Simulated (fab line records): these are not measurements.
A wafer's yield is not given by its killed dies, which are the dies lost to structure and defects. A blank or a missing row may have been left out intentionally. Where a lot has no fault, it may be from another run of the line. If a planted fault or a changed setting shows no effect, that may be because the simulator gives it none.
Which tool was responsible? ; flow nand harc ; Sampling: 12 lots, 36 wafers, 5 of 1302 route steps

WHAT THE GAUGES SHOWED, per wafer
NHARC_A_DECK1_JOINT_THK_MEAS_17: measures by ellipsometry. Usual: thk nm 44.7 nm, standard deviation 1.2.
lot;measured;on;thk nm (nm);flag
L151;day 12 15:13;film metro-01;45.6 45.3 45.1;
L152;day 12 20:46;film metro-01;43.9 43.0 43.9;
L154;day 13 19:47;film metro-02;46.2 44.9 43.7;
L155;day 13 19:46;film metro-02;44.8 44.3 44.9;
L156;day 14 12:41;film metro-02;44.5 44.0 45.6;
L158;day 15 06:22;film metro-02;45.2 44.6 43.6;
L159;day 15 11:55;film metro-02;43.6 45.0 44.3;
L160;day 16 03:51;film metro-02;44.9 43.8 44.6;
L168;day 19 15:06;film metro-02;49.7 51.6 50.8 49.5 51.8 50.0;OFF
L171;day 20 11:28;film metro-02;49.7 51.2 49.3 48.7 51.0 48.9;OFF
L172;day 22 00:59;film metro-01;44.2 46.0 44.8;
L174;day 22 12:48;film metro-01;45.9 46.9 47.5;

EACH LOT AND THE TOOL THAT RAN IT (in order: tool; ch and the chambers of the sampled wafers; start)
lot;NHARC_A_CHANNEL_FILL_D1_ALD_03;NHARC_A_CHANNEL_FILL_D1_ALD_16;NHARC_A_CHANNEL_FILL_D1_ETCHBACK_08;NHARC_A_DECK1_JOINT_DEP_16
L151;ald sin batch-01 ch 0, day 9 11:47 or earlier;ald hk-02 ch 2,3, day 9 11:47;rie diel-09 ch 1,2, day 12 15:00 or earlier;pecvd-02 ch 0,1, day 12 15:00
L152;ald sin batch-01 ch 0, day 9 22:02 or earlier;ald hk-01 ch 0,3, day 9 22:02;rie diel-02 ch 0,3, day 12 20:32 or earlier;pecvd-04 ch 1,2, day 12 20:32
L154;ald sin batch-01 ch 0, day 10 19:05 or earlier;ald hk-01 ch 1,2, day 10 19:05;rie diel-02 ch 0,1,2, day 13 19:35 or earlier;pecvd-03 ch 0,1,2, day 13 19:35
L155;ald sin batch-01 ch 0, day 10 19:16 or earlier;ald hk-01 ch 1,2,3, day 10 19:16;rie diel-09 ch 0,1,3, day 13 19:31 or earlier;pecvd-02 ch 0,1,2, day 13 19:31
L156;ald sin batch-03 ch 0, day 11 08:42 or earlier;ald hk-02 ch 1,2,3, day 11 08:42;rie diel-09 ch 0,1,2, day 14 12:25 or earlier;pecvd-04 ch 0,2, day 14 12:25
L158;ald sin batch-03 ch 0, day 12 07:53 or earlier;ald hk-01 ch 0,1,2, day 12 07:53;rie diel-10 ch 0,1, day 15 06:05 or earlier;pecvd-03 ch 0,1, day 15 06:05
L159;ald sin batch-03 ch 0, day 12 16:23 or earlier;ald hk-02 ch 0,3, day 12 16:23;rie diel-09 ch 2,3, day 15 11:38 or earlier;pecvd-02 ch 0,2, day 15 11:38
L160;ald sin batch-01 ch 0, day 13 07:53 or earlier;ald hk-02 ch 2,3, day 13 07:53;rie diel-10 ch 0,1,3, day 16 03:34 or earlier;pecvd-04 ch 1,2, day 16 03:34
L168;ald sin batch-03 ch 0, day 16 14:10 or earlier;ald hk-02 ch 0,1, day 16 14:10;rie diel-09 ch 2,3, day 19 14:53 or earlier;pecvd-03 ch 0,1,2, day 19 14:53
L171;ald sin batch-03 ch 0, day 17 08:04 or earlier;ald hk-01 ch 0,3, day 17 08:04;rie diel-09 ch 0,1,3, day 20 11:13 or earlier;pecvd-03 ch 0,2, day 20 11:13
L172;ald sin batch-02 ch 0, day 18 18:30 or earlier;ald hk-01 ch 1,2, day 18 18:30;rie diel-10 ch 0,1,3, day 22 00:43 or earlier;pecvd-04 ch 0,1, day 22 00:43
L174;ald sin batch-03 ch 0, day 19 07:40 or earlier;ald hk-02 ch 1,3, day 19 07:40;rie diel-10 ch 0,1,3, day 22 12:31 or earlier;pecvd-02 ch 0,1,2, day 22 12:31
- NHARC_A_CHANNEL_FILL_D1_ALD_03: deposits SiNx, target thk 6 nm, pulse time 60 s, ald cycles 58.
- NHARC_A_CHANNEL_FILL_D1_ALD_16: deposits SiO2, target thk 1.5 nm, pulse time 10 s, ald cycles 15.
- NHARC_A_CHANNEL_FILL_D1_ETCHBACK_08: etches the open film in C4F8, target depth 220 nm, time 110 s.
- NHARC_A_DECK1_JOINT_DEP_16: deposits SiO2, target thk 45 nm.

AS READ BY THE TOOLS THEMSELVES (means over the sampled wafers that have a number; for cases with no such wafer, the mark the record gives instead)
NHARC_A_CHANNEL_FILL_D1_ALD_03. Usual: precursor pulse height rel 0.998, standard deviation 0.02; susceptor temp C 630.0 C, standard deviation 0.32.
lot;tool;precursor pulse height rel;susceptor temp C (C);flag
L151;ald sin batch-01;1.020;629.9;
L152;ald sin batch-01;0.989;-;OFF
L154;ald sin batch-01;1.009;-;OFF
L155;ald sin batch-01;1.008;-;OFF
L156;ald sin batch-03;1.007;630.0;
L158;ald sin batch-03;0.999;-;OFF
L159;ald sin batch-03;0.994;630.3;
L160;ald sin batch-01;0.995;-;OFF
L168;ald sin batch-03;1.000;-;OFF
L171;ald sin batch-03;0.990;630.1;
L172;ald sin batch-02;0.985;630.0;
L174;ald sin batch-03;1.014;630.0;

NHARC_A_CHANNEL_FILL_D1_ALD_16. Usual: heater power outer w 264 W, standard deviation 33; heater power w 468 W, standard deviation 42; precursor pulse height rel 1.001, standard deviation 0.019; susceptor temp C 300.00 C, standard deviation 0.19.
lot;tool;heater power outer w (W);heater power w (W);precursor pulse height rel;susceptor temp C (C);flag
L151;ald hk-02;233;426;0.987;299.91;
L152;ald hk-01;279;478;0.979;299.88;
L154;ald hk-01;300;503;0.983;300.13;
L155;ald hk-01;275;474;1.007;299.97;
L156;ald hk-02;245;445;1.007;299.92;
L158;ald hk-01;294;505;0.991;300.19;
L159;ald hk-02;245;442;1.003;299.99;
L160;ald hk-02;236;438;1.017;300.16;
L168;ald hk-02;246;455;1.025;299.98;
L171;ald hk-01;275;476;1.013;300.27;
L172;ald hk-01;283;490;0.982;299.93;
L174;ald hk-02;237;440;0.985;300.10;

NHARC_A_CHANNEL_FILL_D1_ETCHBACK_08. Usual: oes product au 0.94 a.u., standard deviation 0.03; rf vpp V 440.9 V, standard deviation 2.8.
lot;tool;oes product au (a.u.);rf vpp V (V);flag
L151;rie diel-09;1.00;438.3;
L152;rie diel-02;0.95;443.4;
L154;rie diel-02;0.94;443.4;
L155;rie diel-09;0.92;441.7;
L156;rie diel-09;0.92;439.5;
L158;rie diel-10;0.93;440.3;
L159;rie diel-09;0.93;440.6;
L160;rie diel-10;0.93;439.2;
L168;rie diel-09;0.97;439.2;
L171;rie diel-09;0.94;441.4;
L172;rie diel-10;0.97;439.7;
L174;rie diel-10;1.00;439.8;

NHARC_A_DECK1_JOINT_DEP_16. Usual: heater power outer w 321 W, standard deviation 52; heater power w 607 W, standard deviation 77; showerhead vpp V 1848 V, standard deviation 75; susceptor temp C 400.01 C, standard deviation 0.22; throttle valve pct 16.1 %, standard deviation 0.46.
lot;tool;heater power outer w (W);heater power w (W);showerhead vpp V (V);susceptor temp C (C);throttle valve pct (%);flag
L151;pecvd-02;292;582;1783;399.94;16.2;
L152;pecvd-04;377;714;1904;400.24;16.0;
L154;pecvd-03;302;561;1902;400.09;16.0;
L155;pecvd-02;325;592;1790;399.87;16.1;
L156;pecvd-04;317;610;1889;400.15;15.9;
L158;pecvd-03;297;540;1885;400.07;16.4;
L159;pecvd-02;362;624;1824;399.91;15.7;
L160;pecvd-04;392;734;1898;399.94;16.3;
L168;pecvd-03;322;589;1863;399.86;15.9;
L171;pecvd-03;360;616;1868;400.02;16.0;
L172;pecvd-04;357;720;1792;400.07;16.2;
L174;pecvd-02;292;554;1793;400.06;16.5;

THE ANSWER, worked out from the rows above alone
Rule: a lot is off if the mean of its wafers that have a number lies more than 3 standard deviations from the usual mean. A lot without any number at a reading at which 4 lots or more have one is off too. All remaining lots with rows at the step are treated as sound. First the gauges in route order, then the tools' own readings, where a lot's mean is used as printed above. At the first step where some lot is off, the reading lying furthest off is the one used; lots without a number count as furthest.
Off: L168, L171, at NHARC_A_DECK1_JOINT_THK_MEAS_17 (thk nm).
If a tool, at a process step before that reading, ran all the lots that are off and no sound lot after the first of them, it fits. Those tools and the gauges at NHARC_A_DECK1_JOINT_THK_MEAS_17 are tried in the same way. NHARC_A_CHANNEL_FILL_D1_ALD_03: start missing for some lots; hours and lot order therefore follow NHARC_A_CHANNEL_FILL_D1_ALD_16. NHARC_A_CHANNEL_FILL_D1_ETCHBACK_08: start missing for some lots; hours and lot order therefore follow NHARC_A_DECK1_JOINT_DEP_16. Can't be told from this: 3 tools fit, rie diel-09 at NHARC_A_CHANNEL_FILL_D1_ETCHBACK_08, pecvd-03 at NHARC_A_DECK1_JOINT_DEP_16, film metro-02 at NHARC_A_DECK1_JOINT_THK_MEAS_17.

WHAT THE SIMULATOR PUT IN
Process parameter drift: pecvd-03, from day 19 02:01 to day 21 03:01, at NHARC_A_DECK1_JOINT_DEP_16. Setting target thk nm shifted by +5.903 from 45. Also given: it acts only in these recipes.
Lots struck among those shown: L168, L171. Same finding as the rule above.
